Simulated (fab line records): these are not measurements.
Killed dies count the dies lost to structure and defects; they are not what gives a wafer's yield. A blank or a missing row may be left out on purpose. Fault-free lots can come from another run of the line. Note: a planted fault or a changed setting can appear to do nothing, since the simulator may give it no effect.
Chamber matching + flow nand-harc + NHARC_A_M0_DEP_32 on pecvd-04 has 3 sister chambers
The step deposits SiCN, target thk 30 nm. 20 wafers are shown with their chamber, then 10 later ones without.

== EACH WAFER AND ITS CHAMBER ==
| wafer  | chamber | heater-power-w (W) | susceptor-temp-C (C) |
|--------|---------|--------------------|----------------------|
| L080.3 | 1       | 765                | 370.07               |
| L080.4 | 2       | 532                | 369.98               |
| L080.5 | 0       | 617                | 369.84               |
| L081.2 | 0       | 617                | 370.13               |
| L081.3 | 1       | 640                | 370.29               |
| L081.5 | 0       | 636                | 370.11               |
| L084.1 | 1       | 658                | 370.26               |
| L084.2 | 0       | 630                | 369.90               |
| L084.3 | 2       | 557                | 369.98               |
| L086.1 | 0       | 609                | 370.05               |
| L086.3 | 2       | 554                | 370.27               |
| L086.6 | 1       | 669                | 369.67               |
| L089.1 | 2       | 511                | 370.23               |
| L089.2 | 1       | 752                | 369.96               |
| L089.5 | 0       | 608                | 369.95               |
| L092.1 | 2       | 511                | 370.06               |
| L092.3 | 0       | 561                | 369.98               |
| L092.5 | 0       | 564                | 370.21               |
| L096.1 | 2       | 466                | 370.09               |
| L096.3 | 1       | 697                | 369.88               |

SIGNATURES (averages over the wafers above)
| reading          | chamber 0 | chamber 1 | chamber 2 | scatter within a chamber |
|------------------|-----------|-----------|-----------|--------------------------|
| heater-power-w   | 605.25    | 696.83    | 521.83    | 37.9                     |
| susceptor-temp-C | 370.0213  | 370.0217  | 370.1017  | 0.165                    |
Rule: for a wafer and a chamber, the distance is found by dividing, reading by reading, the gap between the wafer's reading and the chamber's mean by the reading's scatter, squaring, summing and taking the root. The wafer belongs to the nearest chamber; if the next one is less than 2 further off, it can't be placed. How the scatter is found: for the shown wafers, subtract from each reading the mean of its chamber, square and add these, divide the total by (wafers less chambers), then take the root.

== WAFERS WITHOUT THEIR CHAMBER ==
| wafer  | heater-power-w (W) | susceptor-temp-C (C) |
|--------|--------------------|----------------------|
| L096.4 | 472                | 369.97               |
| L094.2 | 748                | 369.92               |
| L094.3 | 544                | 369.89               |
| L094.4 | 743                | 370.19               |
| L095.2 | 755                | 369.99               |
| L095.4 | 593                | 369.96               |
| L095.5 | 750                | 369.80               |
| L097.3 | 760                | 370.19               |
| L097.4 | 624                | 369.88               |
| L097.6 | 756                | 369.92               |

== CHAMBER TAKEN BY EACH ==
| wafer  | from the rows above     | in truth |
|--------|-------------------------|----------|
| L096.4 | can't be placed: 2 or 0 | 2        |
| L094.2 | 1                       | 1        |
| L094.3 | can't be placed: 2 or 0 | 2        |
| L094.4 | 1                       | 1        |
| L095.2 | 1                       | 1        |
| L095.4 | can't be placed: 0 or 2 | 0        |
| L095.5 | 1                       | 1        |
| L097.3 | 1                       | 1        |
| L097.4 | can't be placed: 0 or 1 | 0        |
| L097.6 | 1                       | 1        |
6 of 10 placed correctly. These rows do not allow placing 4 (true chamber among the candidates in 4). Placed wrongly: 0.
